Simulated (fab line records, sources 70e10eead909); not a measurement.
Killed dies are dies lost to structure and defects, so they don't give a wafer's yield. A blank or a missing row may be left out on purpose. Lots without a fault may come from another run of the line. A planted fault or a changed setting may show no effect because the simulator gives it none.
Chamber matching | flow nand_harc | NHARC_A_CONTACT_DEP_29 on pecvd-03: 3 sister chambers
The step deposits SiON, target thk 100 nm. 6 wafers are shown with their chamber, then 6 later ones without.

WAFERS WITH THEIR CHAMBER
wafer  | chamber | heater_power_w (W)
L558.6 | 2       | 703
L560.3 | 1       | 726
L560.4 | 1       | 717
L563.3 | 0       | 858
L563.5 | 2       | 696
L563.6 | 0       | 859

WAFERS WITHOUT THEIR CHAMBER
wafer  | heater_power_w (W)
L564.1 | 755
L564.3 | 738
L564.6 | 756
L565.1 | 821
L565.2 | 754
L565.6 | 619

WHICH CHAMBER EACH WENT THROUGH
wafer  | from the rows above | in truth
L564.1 | 1                   | 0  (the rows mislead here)
L564.3 | 1                   | 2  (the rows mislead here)
L564.6 | 1                   | 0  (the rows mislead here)
L565.1 | 0                   | 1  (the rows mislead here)
L565.2 | 1                   | 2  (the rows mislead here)
L565.6 | 2                   | 2
Placed correctly: 1 of 6. Can't be placed from these rows: 0. Placed wrongly: 5.
How it was worked out, from the rows above alone: a wafer's distance from a chamber is the root of the sum, over the readings, of the square of ((its reading less the chamber's mean) divided by the reading's scatter). The wafer belongs to the nearest chamber; if the next one is less than 2 further off, it can't be placed. A chamber's mean is the mean of its shown wafers. The scatter: the root of (the sum of the squares of (reading less its chamber's mean) over the shown wafers, divided by (wafers less chambers)).
